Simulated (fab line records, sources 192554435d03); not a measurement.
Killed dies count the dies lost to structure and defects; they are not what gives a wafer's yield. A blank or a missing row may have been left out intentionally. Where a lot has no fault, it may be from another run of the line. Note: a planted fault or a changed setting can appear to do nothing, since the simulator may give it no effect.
Split-lot study    flow n5 finfet    21 wafers read across 7 lots, on a route 1938 steps long

## ON THE SPLIT
At N5_BEOL_M5_TRENCH_ETCH_37 (etches SiCOH lowk in C4F6/O2, target depth 71.652 nm, time 24.7 s), the setting bias w was moved away from the recipe's 185 W on 5 of the 21 wafers read, by -10.2% to +5.2%. All remaining wafers had this setting at the recipe value.

Reading taken at the split's own step.

## THE READING
rf vpp V, in V, at N5_BEOL_M5_TRENCH_ETCH_37 (etches SiCOH lowk in C4F6/O2, target depth 71.652 nm, time 24.7 s). Fault-free wafers of this fab line usually give 667 V, standard deviation 7.8 V.

wafer   tool, chamber at the split  bias w as run, W  against the recipe  rf vpp V, V  against lot-mates on the recipe
L074.1  rie diel-02, 0              185               recipe              679          -
L074.5  rie diel-02, 2              185               recipe              663          -
L074.6  rie diel-02, 3              185               recipe              674          -
L075.2  rie diel-04, 1              185               recipe              660          -
L075.5  rie diel-04, 1              185               recipe              661          -
L075.6  rie diel-04, 2              185               recipe              657          -
L076.3  rie diel-03, 3              166.1             -10.2%              609          -54
L076.4  rie diel-03, 1              185               recipe              663          -
L076.5  rie diel-03, 1              166.1             -10.2%              608          -55
L083.1  rie diel-04, 0              185               recipe              674          -
L083.4  rie diel-04, 2              194.7             +5.2%               685          +11
L083.5  rie diel-04, 0              194.7             +5.2%               702          +28
L091.3  rie diel-04, 2              185               recipe              658          -
L091.4  rie diel-04, 0              185               recipe              674          -
L091.5  rie diel-04, 1              175.9             -4.9%               633          -33
L094.1  rie diel-02, 1              185               recipe              662          -
L094.2  rie diel-02, 0              185               recipe              677          -
L094.3  rie diel-02, 2              185               recipe              663          -
L093.2  rie diel-04, 1              185               recipe              659          -
L093.3  rie diel-04, 2              185               recipe              657          -
L093.4  rie diel-04, 0              185               recipe              673          -

FIT RESULTS
A straight line over all 21 wafers: rf vpp V changes by +5.62 V for each +1% of bias w; r = +0.94; the points scatter about the line by 7.6 V.
The same after taking each lot's own level away (the mean of its wafers on the recipe; 21 wafers): +5.07 V for each +1%; r = +0.95; scatter 6.7 V.
The reading moves by 52 V for the largest change in bias w, on that fit.
The lots' own levels span 659.3 to 674.0 V, that is 1.9 times the standard deviation above.
In other words, the slope is changed by the lot-to-lot level; the two fits disagree.
Check: for one of the wafers moved furthest among these (-10.2%), held out of the fit, the line's prediction against its lot-mates is -52.6 V. It came out at -54 V against them.
Tool readings at the split's step, against how far the setting was moved: rf vpp V r = +0.94.

## FURTHER SPLITS ON THESE WAFERS
Before the reading, these wafers also passed through other splits. Each is held against what the fit with the lots' levels taken away leaves over:
other split on the same wafers  wafers away from the commonest value  r with rf vpp V (lot level and that fit taken away)
N5_BEOL_M2_COAT_68 spin rpm     7                                     +0.05
N5_BEOL_M4_ETCH_64 bias w       7                                     -0.25
N5_BEOL_M4_COAT_22 spin rpm     6                                     -0.17
N5_BEOL_M4_DEP_57 time s        4                                     +0.16
N5_BEOL_M5_VIA_ETCH_34 bias w   4                                     -0.12

## THE FILE'S OWN FIT
rf vpp V changes by +5.29 V for each +1% of bias w, r = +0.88.
